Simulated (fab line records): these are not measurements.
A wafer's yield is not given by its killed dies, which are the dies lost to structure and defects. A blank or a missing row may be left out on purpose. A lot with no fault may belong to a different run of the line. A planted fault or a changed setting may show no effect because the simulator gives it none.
A struck lot beside a sound one / flow nand_harc / 15 out of 1302 route steps
Sound: wafers L310.1, L310.3, L310.4. Struck: wafers L317.4, L317.5 (left out: L317.6, a lot-mate that was not struck); the cause follows at the end.
Each step with rows lists, per side, the tool, then ch with its chambers, then its first start. Under that, the readings that differ: sound wafers / struck wafers / difference of the means / sigmas: that difference in standard deviations of wafers without a fault.
alike: readings with means less than 2 such deviations apart, plus words and numbers identical on both sides. not compared: withheld readings, readings lacking a value on some wafer, bounds such as >300 that could conceal the same value, and numbers that have no deviation in the record and whose values overlap.
Wherever a step has rows on one side only, a row that says differs or no value, or a row with sigmas, the two part there. Non-overlapping numbers with no deviation appear without sigmas and do not part them. Lack of a reading on every wafer of one side parts them only where that side has two or more wafers.

first, 1 step without rows for these wafers: NHARC_A_ONON_D1_DEP_09 (target thk 1000 nm).
NHARC_A_ONON_D1_THK_MEAS_11: measures by ellipsometry.
  struck on film_metro-02, day 12 17:07; sound on film_metro-02, day 9 22:03
  alike: thk_nm
after that, 1 step with no rows for these wafers: NHARC_A_ONON_D1_DEP_12 (target thk 1000 nm).
NHARC_A_ONON_D1_THK_MEAS_14: measures by ellipsometry.
  struck on film_metro-01, day 12 17:41; sound on film_metro-02, day 9 22:37
reading=thk_nm (nm); sound=1012 1013 1011; struck=987 984; difference=-26; sigmas=-3
then, 2 steps without rows for these wafers: NHARC_A_ONON_D1_ANNEAL_15 (time 3600 s); NHARC_A_ONON_D1_DEP_16 (target thk 1000 nm).
NHARC_A_ONON_D1_THK_MEAS_18: measures by ellipsometry.
  struck on film_metro-01, day 13 01:28; sound on film_metro-01, day 10 06:25
  alike: thk_nm
after that, 1 step with no rows for these wafers: NHARC_A_ONON_D1_DEP_19 (target thk 1000 nm).
NHARC_A_ONON_D1_THK_MEAS_21: measures by ellipsometry.
  struck on film_metro-01, day 13 02:02; sound on film_metro-02, day 10 06:58
reading=thk_nm (nm); sound=993 994 993; struck=1018 1018; difference=+25; sigmas=+3
after that, 1 step with no rows for these wafers: NHARC_A_ONON_D1_DEP_22 (target thk 1000 nm).
NHARC_A_ONON_D1_THK_MEAS_24: measures by ellipsometry.
  struck on film_metro-02, day 13 02:35; sound on film_metro-01, day 10 07:32
  alike: thk_nm
NHARC_A_ONON_D1_DEP_25: target thk 1000 nm.
  sound on pecvd_onon-02 ch 0, day 10 07:35; struck on pecvd_onon-01 ch 0, day 13 02:49
  alike: sih4_flow_sccm
NHARC_A_ONON_D1_THK_MEAS_27: measures by ellipsometry.
  struck on film_metro-01, day 13 03:10; sound on film_metro-01, day 10 08:06
reading=thk_nm (nm); sound=994 990 992; struck=1750 1748; difference=+757; sigmas=+84
after that, 1 step with no rows for these wafers: NHARC_A_ONON_D1_DEP_28 (target thk 1000 nm).
-- the record jumps here: 16 days lie between the struck wafers' starts before and after (it left off in module A_ONON_D1 and takes up again in module END, whose first step shown is number 1302 of the route) --
NHARC_END_SORT_01:
  sound on prober-02 ch 0, day 26 01:37; struck on prober-01 ch 0, day 29 05:40
reading=killed_at_array; sound=57 78 48; struck=675 676; difference=+614; sigmas=+41
reading=killed_dies; sound=68 83 51; struck=677 677; difference=+610; sigmas=+41
reading=killed_open; sound=7 10 4; struck=2 3; difference=-4; sigmas=-2
reading=killed_short; sound=4 5 4; struck=2 0; difference=-3; sigmas=-2
  alike: killed_at_other, killed_at_periphery

== WHERE THEY PART ==
At NHARC_A_ONON_D1_THK_MEAS_14 first; at NHARC_END_SORT_01 last (within this record only).

WHY: what had been put in by the simulator
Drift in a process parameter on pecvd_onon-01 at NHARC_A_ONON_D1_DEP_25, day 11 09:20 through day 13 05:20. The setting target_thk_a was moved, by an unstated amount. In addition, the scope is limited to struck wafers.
